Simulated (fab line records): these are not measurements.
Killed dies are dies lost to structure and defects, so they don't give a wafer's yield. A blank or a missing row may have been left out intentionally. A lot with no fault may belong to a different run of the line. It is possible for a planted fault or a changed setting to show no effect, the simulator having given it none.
Matching of chambers / flow nand_harc / NHARC_P_M2_ETCH_35 on rie_diel-12: 4 sister chambers
The step etches the open film in N2/H2, target depth 40 nm, overetch 12 nm, time 43.94 s. 16 wafers are shown with their chamber, then 8 later ones without.

== WAFERS, EACH WITH ITS CHAMBER ==
wafer=L076.1; chamber=3; showerhead_plenum_p_Torr (Torr)=1.90; oes_product_au (a.u.)=1.003; rf_vpp_V (V)=425.6
wafer=L076.2; chamber=1; showerhead_plenum_p_Torr (Torr)=1.93; oes_product_au (a.u.)=0.982; rf_vpp_V (V)=427.6
wafer=L076.3; chamber=0; showerhead_plenum_p_Torr (Torr)=1.93; oes_product_au (a.u.)=1.010; rf_vpp_V (V)=426.0
wafer=L078.2; chamber=1; showerhead_plenum_p_Torr (Torr)=1.93; oes_product_au (a.u.)=0.991; rf_vpp_V (V)=426.4
wafer=L078.4; chamber=1; showerhead_plenum_p_Torr (Torr)=1.93; oes_product_au (a.u.)=0.986; rf_vpp_V (V)=428.0
wafer=L078.5; chamber=0; showerhead_plenum_p_Torr (Torr)=1.93; oes_product_au (a.u.)=1.013; rf_vpp_V (V)=427.7
wafer=L080.3; chamber=3; showerhead_plenum_p_Torr (Torr)=1.89; oes_product_au (a.u.)=0.991; rf_vpp_V (V)=425.7
wafer=L080.5; chamber=2; showerhead_plenum_p_Torr (Torr)=2.06; oes_product_au (a.u.)=0.985; rf_vpp_V (V)=430.6
wafer=L080.6; chamber=3; showerhead_plenum_p_Torr (Torr)=1.89; oes_product_au (a.u.)=0.999; rf_vpp_V (V)=427.4
wafer=L084.1; chamber=1; showerhead_plenum_p_Torr (Torr)=1.93; oes_product_au (a.u.)=0.980; rf_vpp_V (V)=427.4
wafer=L084.3; chamber=3; showerhead_plenum_p_Torr (Torr)=1.89; oes_product_au (a.u.)=0.990; rf_vpp_V (V)=427.8
wafer=L084.6; chamber=1; showerhead_plenum_p_Torr (Torr)=1.93; oes_product_au (a.u.)=0.978; rf_vpp_V (V)=428.1
wafer=L086.1; chamber=1; showerhead_plenum_p_Torr (Torr)=1.93; oes_product_au (a.u.)=0.979; rf_vpp_V (V)=427.7
wafer=L086.4; chamber=2; showerhead_plenum_p_Torr (Torr)=2.05; oes_product_au (a.u.)=0.981; rf_vpp_V (V)=428.9
wafer=L086.5; chamber=2; showerhead_plenum_p_Torr (Torr)=2.05; oes_product_au (a.u.)=0.991; rf_vpp_V (V)=432.4
wafer=L088.1; chamber=0; showerhead_plenum_p_Torr (Torr)=1.92; oes_product_au (a.u.)=1.008; rf_vpp_V (V)=427.7

SIGNATURES, as means of the wafers listed above
reading=showerhead_plenum_p_Torr; chamber 0=1.9267; chamber 1=1.9300; chamber 2=2.0533; chamber 3=1.8925; scatter within a chamber=0.00417
reading=oes_product_au; chamber 0=1.01033; chamber 1=0.98267; chamber 2=0.98567; chamber 3=0.99575; scatter within a chamber=0.00504
reading=rf_vpp_V; chamber 0=427.133; chamber 1=427.533; chamber 2=430.633; chamber 3=426.625; scatter within a chamber=1.07
Rule: for a wafer and a chamber, the distance is found by dividing, reading by reading, the gap between the wafer's reading and the chamber's mean by the reading's scatter, squaring, summing and taking the root. The wafer belongs to the nearest chamber; if the next one is less than 2 further off, it can't be placed. The scatter is the square root of a quotient: the sum, over the shown wafers, of each reading's squared deviation from its chamber's mean, divided by wafers minus chambers.

== WAFERS WITHOUT THEIR CHAMBER ==
wafer=L088.4; showerhead_plenum_p_Torr (Torr)=1.93; oes_product_au (a.u.)=0.988; rf_vpp_V (V)=428.9
wafer=L088.5; showerhead_plenum_p_Torr (Torr)=1.89; oes_product_au (a.u.)=0.993; rf_vpp_V (V)=425.8
wafer=L087.1; showerhead_plenum_p_Torr (Torr)=2.05; oes_product_au (a.u.)=0.982; rf_vpp_V (V)=432.2
wafer=L087.2; showerhead_plenum_p_Torr (Torr)=1.89; oes_product_au (a.u.)=0.995; rf_vpp_V (V)=426.7
wafer=L087.3; showerhead_plenum_p_Torr (Torr)=1.93; oes_product_au (a.u.)=0.974; rf_vpp_V (V)=427.6
wafer=L092.1; showerhead_plenum_p_Torr (Torr)=1.89; oes_product_au (a.u.)=0.996; rf_vpp_V (V)=427.1
wafer=L092.2; showerhead_plenum_p_Torr (Torr)=2.05; oes_product_au (a.u.)=0.995; rf_vpp_V (V)=430.4
wafer=L092.5; showerhead_plenum_p_Torr (Torr)=1.89; oes_product_au (a.u.)=0.994; rf_vpp_V (V)=426.3

== EACH ONE'S CHAMBER ==
wafer=L088.4; from the rows above=1; in truth=1
wafer=L088.5; from the rows above=3; in truth=3
wafer=L087.1; from the rows above=2; in truth=2
wafer=L087.2; from the rows above=3; in truth=3
wafer=L087.3; from the rows above=1; in truth=1
wafer=L092.1; from the rows above=3; in truth=3
wafer=L092.2; from the rows above=2; in truth=2
wafer=L092.5; from the rows above=3; in truth=3
Correctly placed: 8 of 8. Number that these rows cannot place: 0. Placed wrongly: 0.
